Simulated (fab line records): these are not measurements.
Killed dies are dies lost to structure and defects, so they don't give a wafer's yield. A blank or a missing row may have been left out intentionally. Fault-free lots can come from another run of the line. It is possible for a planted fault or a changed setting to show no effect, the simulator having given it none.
fab line records	flow n5Finfet
record: lots: 7	wafers: 21
route steps=1938 shown BEOL_M6@1230 BEOL_M7@1280 BEOL_M8@1332 BEOL_M9@1408 BEOL_M10@1473 BEOL_M13@1681 BEOL_M14@1716
startH: hours from the record's opening day to when the first of the lot's shown wafers began	waitH: hours since the lot's step before	" as in the row above	L1.1+2: a single row standing in for several wafers	- either no value or no given start	* or withheld: withheld	< > ~ a bound
route shown NAME@n: NAME is a module with steps in the file, n the number in the route of the first one	usual: the fault-free wafers' mean and standard deviation	same: alike in all rows	chamber/n: place in a boat	sites: per-site readings	_std_site: standard deviation of those values	_edge_site: inner sites' mean taken away from outer sites' mean	radiusMm: how far each site lies from the wafer's centre	mask NAME#n: copy n	behind: the tool/chamber that last shaped the wafer	hold: cause of the lot's hold/its duration in hours/its outcome	device: the n, p or np transistor that did not switch	end of line: at the end of the route, the tests of the same wafers	a step without rows: its recipe alone	killed: not the wafer's yield, but the dies lost to structure and defects at the first sort	map: a wafer's dies, x killed, . not, _ none there
set.NAME: setting as actually run; set.NAME@STEP: the setting as run at that earlier step	model.NAME: the simulator's own value behind a step, which no gauge read
lots with deliberately changed settings; one table per step, one row per wafer
== steps ==
step: N5_BEOL_M6_DESCUM_33
recipe: chemistry: O2	timeS: 7	sourcePowerW: 50	biasPowerW: 20	pressureMtorr: 20	rfFrequencyHz: 2.712e+07	tempC: 40	resist: CAR-EUV	o2FlowSccm: 225
lot.wafer	tool	chamber	startH	waitH	set.timeS	model.CAR-EUV_of_BEOL_M6_COAT_22.thkNm
L078.4+5+6	rieDiel-05	0,1,2	217.07	0.0	7	26
L082.3+4	rieDiel-03	1,2	236.99	0.0	6.526	26.2
L082.5	"	2	"	"	7	26
L085.2+3+5	rieDiel-05	0,3,3	258.62	0.0	7	26.2
L088.2	rieDiel-06	2	277.21	0.1	7.866	25.8
L088.3	"	3	"	"	7	26.2
L088.6	"	3	"	"	7.866	25.6
L089.1	rieDiel-06	1	279.20	0.0	7	26
L089.2	"	0	"	"	7.652	25.6
L089.5	"	3	"	"	7.652	25.8
L091.1+5	rieDiel-03	3	281.72	0.0	7	26.2
L091.3	"	2	"	"	7	26
L093.2+5	rieDiel-06	1	300.94	0.1	7	26.2
L093.6	"	2	"	"	8.26	25.4
step: N5_BEOL_M6_ETCH_72
recipe: chemistry: N2/H2	target: underlayer	targetDepthA: 65	maskMaterial: CAR-EUV	timeS: 5.2	ionEnergyEv: 200	pressureMtorr: 30	sourceW: 840	biasW: 150	n2FlowSccm: 200	h2FlowSccm: 200	ends: cleared
lot.wafer	tool	chamber	startH	waitH	set.spinRpm@BEOL_M6_COAT_71	model.etch.depthNm
L078.4	rieDiel-05	0	217.11	0.0	1647	4.765
L078.5	"	1	"	"	1500	5.013
L078.6	"	2	"	"	1647	4.772
L082.3	rieDiel-03	1	237.03	0.0	1359	5.254
L082.4	"	2	"	"	1500	4.995
L082.5	"	2	"	"	1359	5.264
L085.2	rieDiel-05	0	258.66	0.0	1391	5.2
L085.3	"	3	"	"	1500	4.998
L085.5	"	3	"	"	1391	5.181
L088.2	rieDiel-06	2	277.24	0.0	1500	4.999
L088.3	"	3	"	"	1500	5.01
L088.6	"	3	"	"	1571	4.881
L089.1+5	rieDiel-06	1,3	279.23	0.0	1500	4.993
L089.2	"	0	"	"	1500	4.976
L091.1	rieDiel-03	3	281.75	0.0	1500	5.003
L091.3	"	2	"	"	1500	4.977
L091.5	"	3	"	"	1500	4.981
L093.2	rieDiel-06	1	300.97	0.0	1500	4.993
L093.5	"	1	"	"	1500	4.996
L093.6	"	2	"	"	1386	5.197
step: N5_BEOL_M7_ETCH_61
recipe: chemistry: CF4	target: SiARC	targetDepthA: 455	maskMaterial: CAR-ArF	timeS: 75.8	ionEnergyEv: 80	pressureMtorr: 40	sourceW: 545	biasW: 36	Ar_flow_sccm: 100	cf4FlowSccm: 100	ends: cleared
usual: rfVppV: 183.9/1.1
lot.wafer	tool	chamber	startH	waitH	set.sourceW	rfVppV
L078.4	rieDiel-01	1	224.27	0.0	624.2	176.1
L078.5	"	0	"	"	545	181.9
L078.6	"	3	"	"	545	183.2
L082.3	rieDiel-02	0	242.07	0.0	545	185.1
L082.4	"	2	"	"	545	185.6
L082.5	"	0	"	"	545	184.3
L085.2	rieDiel-02	1	265.46	0.0	545	183.3
L085.3	"	2	"	"	545	185.1
L085.5	"	1	"	"	641.8	173.7
L088.2	rieDiel-04	3	282.19	0.0	545	184.3
L088.3	"	1	"	"	545	183.6
L088.6	"	3	"	"	472.4	193.5
L089.1	rieDiel-01	0	286.15	0.0	622.9	174.4
L089.2	"	1	"	"	622.9	176.2
L089.5	"	3	"	"	545	185.5
L091.1	rieDiel-04	3	287.65	0.0	545	183.1
L091.3	"	1	"	"	545	184.7
L091.5	"	2	"	"	545	183.9
L093.2	rieDiel-01	0	308.90	0.0	545	182.3
L093.5	"	1	"	"	545	184.1
L093.6	"	0	"	"	545	182.4
step: N5_BEOL_M8_ILD_DEP_00
recipe: material: SiCOH_lowk	targetThkA: 1797.5	tempC: 300	precursor: DEMS/porogen	pressureTorr: 5	rfW: 500	timeS: 33.4
lot.wafer	tool	chamber	startH	waitH	set.timeS	model.SiCOH_lowk_of_BEOL_M8_ILD_DEP_00.thkNm
L078.4+5	pecvd-04	0,2	228.49	0.1	33.4	180
L078.6	"	1	"	"	29.01	158.4
L082.3	pecvd-04	2	246.34	0.0	33.4	178.8
L082.4	"	1	"	"	33.4	182.8
L082.5	"	2	"	"	33.4	181
L085.2	pecvd-03	2	270.11	0.0	33.4	177
L085.3	"	1	"	"	33.4	179.6
L085.5	"	1	"	"	33.4	181.6
L088.2	pecvd-01	2	287.71	0.0	33.4	175.8
L088.3	"	1	"	"	36.1	191.6
L088.6	"	1	"	"	33.4	179.2
L089.1	pecvd-04	0	290.89	0.0	33.4	178.2
L089.2	"	1	"	"	33.4	179.4
L089.5	"	2	"	"	33.4	177.4
L091.1	pecvd-04	0	294.07	0.0	33.4	176.8
L091.3	"	2	"	"	33.4	177.4
L091.5	"	2	"	"	33.4	178.4
L093.2	pecvd-03	2	314.81	0.0	33.4	178.2
L093.5	"	1	"	"	29.72	163.2
L093.6	"	2	"	"	33.4	179.4
step: N5_BEOL_M8_CURE_74
recipe: tempC: 385	timeS: 240	ambient: He/Ar	material: SiCOH_lowk
lot.wafer	tool	chamber	startH	waitH	set.timeS@BEOL_M8_ILD_DEP_00	model.SiCOH_lowk_of_BEOL_M8_ILD_DEP_00.thkNm
L078.4+5	uvCure-01	2	229.02	0.5	33.4	155.2
L078.6	"	2	"	"	29.01	136.4
L082.3	uvCure-01	2	246.56	0.2	33.4	154.2
L082.4	"	2	"	"	33.4	157.8
L082.5	"	2	"	"	33.4	156.2
L085.2	uvCure-01	0	270.26	0.1	33.4	152.6
L085.3	"	0	"	"	33.4	154.8
L085.5	"	0	"	"	33.4	156.6
L088.2	uvCure-02	0	287.85	0.1	33.4	151.6
L088.3	"	0	"	"	36.1	165.4
L088.6	"	0	"	"	33.4	154.6
L089.1	uvCure-01	0	290.97	0.1	33.4	153.6
L089.2	"	0	"	"	33.4	154.6
L089.5	"	0	"	"	33.4	153
L091.1	uvCure-01	2	294.16	0.1	33.4	152.4
L091.3	"	2	"	"	33.4	152.8
L091.5	"	2	"	"	33.4	153.8
L093.2	uvCure-02	0	315.09	0.3	33.4	153.6
L093.5	"	0	"	"	29.72	140.6
L093.6	"	0	"	"	33.4	154.8
step: N5_BEOL_M8_THK_MEAS_01
recipe: reads: SiCOH_lowk_of_BEOL_M8_ILD_DEP_00
usual: M8_ILD_THK: 154.6/2.2
lot.wafer	tool	chamber	startH	waitH	set.timeS@BEOL_M8_ILD_DEP_00	M8_ILD_THK[nm]
L078.4	filmMetro-02	-	229.53	0.4	33.4	155.2
L078.5	"	-	"	"	33.4	155.2
L078.6	"	-	"	"	29.01	136.3
L082.3	filmMetro-01	-	246.92	0.3	33.4	154.2
L082.4	"	-	"	"	33.4	157.8
L082.5	"	-	"	"	33.4	156.1
L085.2	filmMetro-02	-	270.69	0.4	33.4	152.7
L085.3	"	-	"	"	33.4	154.9
L085.5	"	-	"	"	33.4	156.5
L088.2	filmMetro-02	-	288.28	0.4	33.4	151.6
L088.3	"	-	"	"	36.1	165.5
L088.6	"	-	"	"	33.4	154.5
L089.1	filmMetro-01	-	291.48	0.4	33.4	153.5
L089.2	"	-	"	"	33.4	154.7
L089.5	"	-	"	"	33.4	152.8
L091.1	filmMetro-02	-	294.67	0.4	33.4	152.4
L091.3	"	-	"	"	33.4	152.9
L091.5	"	-	"	"	33.4	153.8
L093.2	filmMetro-02	-	315.52	0.4	33.4	153.6
L093.5	"	-	"	"	29.72	140.5
L093.6	"	-	"	"	33.4	154.8
step: N5_BEOL_M9_COAT_05
recipe: resist: CAR-ArF	spinRpm: 1500	resistThkNm: 90
lot.wafer	tool	chamber	startH	waitH	set.spinRpm	model.CAR-ArF_of_BEOL_M9_COAT_05.thkNm
L078.4+5	lithoTrack-04	0	-	-	1642	86.4
L078.6	"	0	"	"	1500	90.4
L082.3+5	lithoTrack-02	0	-	-	1363	94.6
L082.4	"	0	"	"	1500	90.2
L085.2	lithoTrack-05	0	-	-	1452	91.4
L085.3+5	"	0	"	"	1500	90
L088.2+3	lithoTrack-02	0	-	-	1500	90.4
L088.6	"	0	"	"	1500	89.8
L089.1	lithoTrack-05	0	-	-	1500	90.4
L089.2+5	"	0	"	"	1638	86.4
L091.1+5	lithoTrack-04	0	-	-	1500	90
L091.3	"	0	"	"	1500	90.4
L093.2+5	lithoTrack-02	0	-	-	1595	87.4
L093.6	"	0	"	"	1500	89.8
step: N5_BEOL_M9_ETCH_62
recipe: chemistry: N2/H2	target: SOC	targetDepthA: 1100	overetchA: 220	maskMaterial: SiARC	tempC: 40	timeS: 165	ionEnergyEv: 200	pressureMtorr: 30	sourceW: 840	biasW: 150	n2FlowSccm: 200	h2FlowSccm: 200
lot.wafer	tool	chamber	startH	waitH	set.timeS	model.SiARC_of_BEOL_M9_COAT_60.thkNm
L078.4	rieDiel-04	1	239.85	0.0	194.1	22.2
L078.5	"	3	"	"	165	23.4
L078.6	"	2	"	"	165	23.8
L082.3	rieDiel-04	1	257.41	0.0	165	23.4
L082.4	"	2	"	"	197.4	22.6
L082.5	"	3	"	"	197.4	22
L085.2	rieDiel-01	0	282.51	0.0	176.3	23
L085.3	"	1	"	"	176.3	23.8
L085.5	"	2	"	"	165	23.6
L088.2	rieDiel-02	1	299.17	0.0	188.8	22.4
L088.3	"	2	"	"	165	23.4
L088.6	"	3	"	"	165	23.6
L089.1+2	rieDiel-04	1,0	301.72	0.0	165	23.6
L089.5	"	1	"	"	180.3	22.8
L091.1	rieDiel-02	2	303.83	0.0	165	23.6
L091.3	"	1	"	"	165	23.4
L091.5	"	0	"	"	165	24.2
L093.2	rieDiel-02	2	325.56	0.0	165	23.6
L093.5	"	1	"	"	128.4	24.8
L093.6	"	2	"	"	128.4	25
step: N5_BEOL_M9_STRIP_68
recipe: chemistry: N2/H2	tempC: 40	n2FlowSccm: 200	h2FlowSccm: 200	rfFrequencyHz: 6e+07
step: N5_BEOL_M9_STRIP_67
recipe: chemistry: CF4	resist: SiARC	powerW: 300	biasPowerW: 75	pressureMtorr: 50	cf4FlowSccm: 150	rfFrequencyHz: 6e+07
step: N5_BEOL_M9_HM_OPEN_17
recipe: chemistry: Cl2/BCl3	targetDepthA: 200	overetchA: 60	target: TiN	maskMaterial: SOC	ionEnergyEv: 150	pressureMtorr: 10	icpW: 1000	biasW: 126	Cl2_flow_sccm: 53.25	bcl3FlowSccm: 21.75	Ar_flow_sccm: 25
lot.wafer	tool	chamber	startH	waitH	set.timeS@BEOL_M9_ETCH_62	model.etch.depthNm
L078.4	rieMetal-02	1	240.06	0.1	194.1	16.63
L078.5	"	0	"	"	165	19.86
L078.6	"	1	"	"	165	19.6
L082.3	rieMetal-03	0	257.63	0.1	165	19.71
L082.4	"	1	"	"	197.4	17.15
L082.5	"	1	"	"	197.4	16.66
L085.2	rieMetal-02	0	282.70	0.0	176.3	18.67
L085.3	"	1	"	"	176.3	19.04
L085.5	"	0	"	"	165	19.78
L088.2	rieMetal-02	1	299.37	0.0	188.8	17.72
L088.3	"	1	"	"	165	19.68
L088.6	"	1	"	"	165	20.05
L089.1	rieMetal-02	0	301.91	0.0	165	19.88
L089.2	"	1	"	"	165	19.85
L089.5	"	1	"	"	180.3	18.41
L091.1	rieMetal-03	1	304.02	0.0	165	19.66
L091.3	"	1	"	"	165	20.02
L091.5	"	0	"	"	165	19.98
L093.2	rieMetal-01	0	325.75	0.0	165	20.2
L093.5	"	0	"	"	128.4	20.04
L093.6	"	1	"	"	128.4	20.15
step: N5_BEOL_M10_PECVD_70
recipe: material: SiO2	targetThkA: 200	tempC: 400	precursor: TEOS/O2	pressureTorr: 5.5	rfW: 450	teosFlowSccm: 53.8	gas: O2	flowSccm: 3000	timeS: 22.7
lot.wafer	tool	chamber	startH	waitH	set.tempC	model.SiO2_of_BEOL_M10_PECVD_70.thkNm
L078.4+6	pecvd-01	2,1	244.13	0.1	400	20.4
L078.5	"	0	"	"	400	20.6
L082.3+4	pecvd-01	1,0	262.24	0.0	412.9	18.6
L082.5	"	2	"	"	400	20.8
L085.2	pecvd-02	1	289.44	0.0	400	19
L085.3	"	2	"	"	386.8	21.4
L085.5	"	2	"	"	400	19.6
L088.2	pecvd-04	0	304.15	0.0	400	19.8
L088.3	"	2	"	"	409.5	18.6
L088.6	"	2	"	"	400	20.2
L089.1+5	pecvd-01	2,1	306.09	0.0	409.7	18.8
L089.2	"	1	"	"	400	20.2
L091.1	pecvd-04	1	313.96	0.0	400	19.6
L091.3	"	0	"	"	400	20.2
L091.5	"	0	"	"	400	20
L093.2	pecvd-01	0	330.85	0.0	389.6	21
L093.5+6	"	1,0	"	"	400	20.2
step: N5_BEOL_M13_COAT_66
recipe: resist: SiARC	tempC: 220	timeS: 60	spinRpm: 1500	resistThkNm: 110
lot.wafer	tool	chamber	startH	waitH	set.spinRpm	model.SiARC_of_BEOL_M13_COAT_66.thkNm
L078.4	lithoTrack-03	0	-	-	1668	104.6
L078.5	"	0	"	"	1500	110.4
L078.6	"	0	"	"	1500	110.6
L082.3	lithoTrack-01	0	-	-	1628	105.2
L082.4	"	0	"	"	1500	109.6
L082.5	"	0	"	"	1500	109.4
L085.2+3	lithoTrack-01	0	-	-	1500	110.6
L085.5	"	0	"	"	1607	106.4
L088.2	lithoTrack-03	0	-	-	1338	117
L088.3	"	0	"	"	1500	110.4
L088.6	"	0	"	"	1500	110.2
L089.1	lithoTrack-01	0	-	-	1500	110
L089.2	"	0	"	"	1500	110.2
L089.5	"	0	"	"	1544	108.2
L091.1+3	lithoTrack-01	0	-	-	1500	110.2
L091.5	"	0	"	"	1500	110.4
L093.2	lithoTrack-04	0	-	-	1430	112
L093.5	"	0	"	"	1500	110.2
L093.6	"	0	"	"	1500	110
step: N5_BEOL_M13_COAT_22
recipe: spinRpm: 2888	resistThkNm: 300
step: N5_BEOL_M13_EBR_24
recipe: solvent: PGMEA	ebrWidthMm: 1.5
step: N5_BEOL_M13_DESCUM_33
recipe: chemistry: O2	timeS: 7.9	sourcePowerW: 50	biasPowerW: 20	pressureMtorr: 20	rfFrequencyHz: 2.712e+07	tempC: 40	o2FlowSccm: 225
step: N5_BEOL_M13_ETCH_67
recipe: chemistry: CF4	target: SiARC	targetDepthA: 1430	timeS: 238.3	ionEnergyEv: 80	pressureMtorr: 40	sourceW: 545	biasW: 36	Ar_flow_sccm: 100	cf4FlowSccm: 100	ends: cleared
lot.wafer	tool	chamber	startH	waitH	set.spinRpm@BEOL_M13_COAT_66	model.etch.depthNm	model.coat_of_BEOL_M13_COAT_22.thkNm
L078.4	rieDiel-04	1	268.22	0.0	1668	104.6	216.4
L078.5	"	0	"	"	1500	110.5	212.2
L078.6	"	1	"	"	1500	110.6	212.6
L082.3	rieDiel-04	2	283.54	0.0	1628	105.2	214.4
L082.4	"	1	"	"	1500	109.6	210.6
L082.5	"	2	"	"	1500	109.4	210.6
L085.2	rieDiel-02	0	312.36	0.0	1500	110.5	210.8
L085.3	"	2	"	"	1500	110.5	211.4
L085.5	"	1	"	"	1607	106.4	213.2
L088.2	rieDiel-02	3	326.22	0.0	1338	117	207
L088.3	"	2	"	"	1500	110.5	210.8
L088.6	"	2	"	"	1500	110.3	211.4
L089.1	rieDiel-02	1	326.92	0.0	1500	109.9	210.2
L089.2	"	0	"	"	1500	110.2	210.4
L089.5	"	0	"	"	1544	108.2	211.8
L091.1	rieDiel-04	1	333.17	0.0	1500	110.3	209.8
L091.3	"	0	"	"	1500	110.1	210.4
L091.5	"	1	"	"	1500	110.4	210.8
L093.2	rieDiel-02	1	358.78	0.0	1430	112.1	209.8
L093.5	"	1	"	"	1500	110.2	212
L093.6	"	0	"	"	1500	109.9	212
step: N5_BEOL_M13_ETCH_68
recipe: chemistry: N2/H2	target: SOC	maskMaterial: SiARC	sourceW: 3000	biasW: 350	tempC: 40	timeS: 355	ionEnergyEv: 200	pressureMtorr: 30	n2FlowSccm: 200	h2FlowSccm: 200
lot.wafer	tool	chamber	startH	waitH	set.spinRpm@BEOL_M13_COAT_66	model.SiARC_of_BEOL_M13_COAT_66.thkNm
L078.4	rieDiel-04	1	268.36	0.1	1668	71.8
L078.5	"	0	"	"	1500	78.6
L078.6	"	1	"	"	1500	77.4
L082.3	rieDiel-04	2	283.68	0.1	1628	73
L082.4	"	1	"	"	1500	76.6
L082.5	"	2	"	"	1500	77
L085.2	rieDiel-02	0	312.50	0.1	1500	77.4
L085.3	"	2	"	"	1500	76.8
L085.5	"	1	"	"	1607	74
L088.2	rieDiel-02	3	326.37	0.1	1338	85
L088.3+6	"	2	"	"	1500	76.6
L089.1	rieDiel-02	1	327.07	0.1	1500	77.8
L089.2	"	0	"	"	1500	78
L089.5	"	0	"	"	1544	75.8
L091.1	rieDiel-04	1	333.32	0.1	1500	78
L091.3	"	0	"	"	1500	78.8
L091.5	"	1	"	"	1500	78.2
L093.2	rieDiel-02	1	358.92	0.1	1430	79.6
L093.5	"	1	"	"	1500	77.4
L093.6	"	0	"	"	1500	78
step: N5_BEOL_M14_ILD_DEP_00
recipe: material: SiO2	targetThkA: 11193	tempC: 400	precursor: TEOS/O2	pressureTorr: 6.5	rfW: 900	teosFlowSccm: 161.4	gas: O2	flowSccm: 2650	timeS: 237.4
lot.wafer	tool	chamber	startH	waitH	set.timeS	model.SiO2_of_BEOL_M14_ILD_DEP_00.thkNm
L078.4	pecvd-04	0	272.57	0.1	237.4	1110
L078.5	"	2	"	"	264.4	1257
L078.6	"	1	"	"	237.4	1125
L082.3	pecvd-02	1	287.63	0.0	237.4	1122
L082.4	"	0	"	"	253.2	1215
L082.5	"	2	"	"	237.4	1145
L085.2	pecvd-02	1	317.55	0.0	270.5	1260
L085.3	"	0	"	"	270.5	1255
L085.5	"	2	"	"	237.4	1121
L089.1	pecvd-02	2	330.32	0.0	227.7	1056
L089.2	"	1	"	"	237.4	1110
L089.5	"	0	"	"	237.4	1118
L088.2	pecvd-04	1	332.47	0.0	237.4	1099
L088.3	"	0	"	"	237.4	1105
L088.6	"	1	"	"	237.4	1122
L091.1	pecvd-01	0	336.21	0.0	237.4	1118
L091.3	"	2	"	"	237.4	1125
L091.5	"	0	"	"	237.4	1135
L093.2	pecvd-04	0	361.25	0.0	263.3	1232
L093.5	"	2	"	"	263.3	1271
L093.6	"	1	"	"	237.4	1132
step: N5_BEOL_M14_THK_MEAS_01
recipe: reads: SiO2_of_BEOL_M14_ILD_DEP_00
usual: M14_ILD_THK: 1120/15
lot.wafer	tool	chamber	startH	waitH	set.timeS@BEOL_M14_ILD_DEP_00	M14_ILD_THK[nm]
L078.4	filmMetro-01	-	272.68	0.0	237.4	1110
L078.5	"	-	"	"	264.4	1258
L078.6	"	-	"	"	237.4	1125
L082.3	filmMetro-02	-	287.82	0.1	237.4	1121
L082.4	"	-	"	"	253.2	1216
L082.5	"	-	"	"	237.4	1144
L085.2	filmMetro-02	-	317.74	0.1	270.5	1259
L085.3	"	-	"	"	270.5	1256
L085.5	"	-	"	"	237.4	1120
L089.1	filmMetro-02	-	330.51	0.1	227.7	1056
L089.2	"	-	"	"	237.4	1111
L089.5	"	-	"	"	237.4	1119
L088.2	filmMetro-02	-	332.66	0.1	237.4	1098
L088.3	"	-	"	"	237.4	1106
L088.6	"	-	"	"	237.4	1122
L091.1	filmMetro-02	-	336.40	0.1	237.4	1117
L091.3	"	-	"	"	237.4	1124
L091.5	"	-	"	"	237.4	1134
L093.2	filmMetro-02	-	361.44	0.1	263.3	1232
L093.5	"	-	"	"	263.3	1270
L093.6	"	-	"	"	237.4	1133
== key ==
split: step: N5_BEOL_M6_DESCUM_33	setting: timeS	stated: 7	by: wafer
response: step: N5_BEOL_M6_DESCUM_33	reading: model.CAR-EUV_of_BEOL_M6_COAT_22.thkNm	change: -0.0406	per: 1%	r: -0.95
split: step: N5_BEOL_M7_ETCH_61	setting: sourceW	stated: 545	by: wafer
response: step: N5_BEOL_M7_ETCH_61	reading: rfVppV	change: -0.608	per: 1%	r: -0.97
split: step: N5_BEOL_M8_ILD_DEP_00	setting: timeS	stated: 33.4	by: wafer
response: step: N5_BEOL_M8_ILD_DEP_00	reading: model.SiCOH_lowk_of_BEOL_M8_ILD_DEP_00.thkNm	change: +1.58	per: 1%	r: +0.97
response: step: N5_BEOL_M8_CURE_74	reading: model.SiCOH_lowk_of_BEOL_M8_ILD_DEP_00.thkNm	change: +1.38	per: 1%	r: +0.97
response: step: N5_BEOL_M8_THK_MEAS_01	reading: M8_ILD_THK	change: +1.39	per: 1%	r: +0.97
split: step: N5_BEOL_M9_COAT_05	setting: spinRpm	stated: 1500	by: wafer
response: step: N5_BEOL_M9_COAT_05	reading: model.CAR-ArF_of_BEOL_M9_COAT_05.thkNm	change: -0.437	per: 1%	r: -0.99
split: step: N5_BEOL_M9_ETCH_62	setting: timeS	stated: 165	by: wafer
response: step: N5_BEOL_M9_ETCH_62	reading: model.SiARC_of_BEOL_M9_COAT_60.thkNm	change: -0.0652	per: 1%	r: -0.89
response: step: N5_BEOL_M9_HM_OPEN_17	reading: model.etch.depthNm	shape: bent	atLowest: 20.1	atStated: 19.85	atHighest: 16.9
split: step: N5_BEOL_M10_PECVD_70	setting: tempC	stated: 400	by: wafer
response: step: N5_BEOL_M10_PECVD_70	reading: model.SiO2_of_BEOL_M10_PECVD_70.thkNm	change: -0.577	per: 1%	r: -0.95
split: step: N5_BEOL_M13_COAT_66	setting: spinRpm	stated: 1500	by: wafer
response: step: N5_BEOL_M13_COAT_66	reading: model.SiARC_of_BEOL_M13_COAT_66.thkNm	change: -0.554	per: 1%	r: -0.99
response: step: N5_BEOL_M13_ETCH_67	reading: model.etch.depthNm	change: -0.55	per: 1%	r: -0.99
response: step: N5_BEOL_M13_ETCH_67	reading: model.coat_of_BEOL_M13_COAT_22.thkNm	change: +0.382	per: 1%	r: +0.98
response: step: N5_BEOL_M13_ETCH_68	reading: model.SiARC_of_BEOL_M13_COAT_66.thkNm	change: -0.58	per: 1%	r: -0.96
split: step: N5_BEOL_M14_ILD_DEP_00	setting: timeS	stated: 237.4	by: wafer
response: step: N5_BEOL_M14_ILD_DEP_00	reading: model.SiO2_of_BEOL_M14_ILD_DEP_00.thkNm	change: +11.1	per: 1%	r: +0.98
response: step: N5_BEOL_M14_THK_MEAS_01	reading: M14_ILD_THK	change: +11.1	per: 1%	r: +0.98
split outsideThisFile step=N5_BEOL_M6_COAT_71 setting=spinRpm
split outsideThisFile: this setting was split too, and the file shows its column; the key of that split is in another file
